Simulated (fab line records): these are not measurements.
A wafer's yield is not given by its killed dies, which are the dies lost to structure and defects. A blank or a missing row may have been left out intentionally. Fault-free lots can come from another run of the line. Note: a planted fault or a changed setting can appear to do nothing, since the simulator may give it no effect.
Chamber matching	flow nand-harc	4 sister chambers for NHARC_A_CONTACT_ETCH_90 on rie-diel-06
The step etches the open film in CH3F/O2, target depth 40 nm, time 85.7 s. 18 wafers are shown with their chamber, then 9 later ones without.

## WAFERS PAIRED WITH THEIR CHAMBERS
wafer	chamber	drypump-motor-current-A (A)	showerhead-plenum-p-Torr (Torr)	rf-vpp-V (V)
L988.1	0	5.38	2.35	242.1
L988.2	2	5.63	2.58	245.0
L988.6	2	5.61	2.58	245.4
L990.1	1	5.83	2.45	245.1
L990.3	3	6.07	2.28	242.9
L990.6	0	5.38	2.35	242.4
L991.2	1	5.82	2.45	245.0
L991.4	2	5.61	2.58	247.0
L991.6	1	5.83	2.45	243.6
L996.1	2	5.63	2.57	245.4
L996.3	0	5.38	2.35	243.8
L996.4	3	6.04	2.66	247.0
L998.1	2	5.61	2.57	245.0
L998.2	3	6.05	2.66	247.3
L998.6	0	5.37	2.35	243.2
L994.1	1	5.84	2.45	243.5
L994.5	3	6.02	2.66	247.7
L994.6	2	5.63	2.57	244.4

SIGNATURES (averages over the wafers above)
reading	chamber 0	chamber 1	chamber 2	chamber 3	scatter within a chamber
drypump-motor-current-A	5.3775	5.8300	5.6200	6.0450	0.0125
showerhead-plenum-p-Torr	2.3500	2.4500	2.5750	2.5650	0.088
rf-vpp-V	242.875	244.300	245.367	246.225	1.28
Rule: for each reading, subtract the chamber's mean from the wafer's reading, divide by that reading's scatter and square the result; add these up over the readings and take the root, which gives the wafer's distance from the chamber. If the next closest chamber is less than 2 further off than the closest, the wafer can't be placed; otherwise it belongs to the closest. The scatter: take each reading less its chamber's mean, square it, sum over the shown wafers, divide by the number of wafers less the number of chambers, and take the root.

## WAFERS WITH NO CHAMBER GIVEN
wafer	drypump-motor-current-A (A)	showerhead-plenum-p-Torr (Torr)	rf-vpp-V (V)
L997.2	6.06	2.66	246.1
L997.3	5.83	2.45	243.6
L997.4	5.37	2.34	243.2
L999.1	6.06	2.66	246.3
L999.5	5.84	2.45	243.4
L999.6	5.37	2.34	244.3
L108.1	5.37	2.34	243.0
L108.3	6.07	2.65	247.8
L108.5	5.37	2.34	243.1

## CHAMBER TAKEN BY EACH
wafer	from the rows above	in truth
L997.2	3	3
L997.3	1	1
L997.4	0	0
L999.1	3	3
L999.5	1	1
L999.6	0	0
L108.1	0	0
L108.3	3	3
L108.5	0	0
9 of 9 placed correctly. Not placeable from these rows: 0. Number placed wrongly: 0.
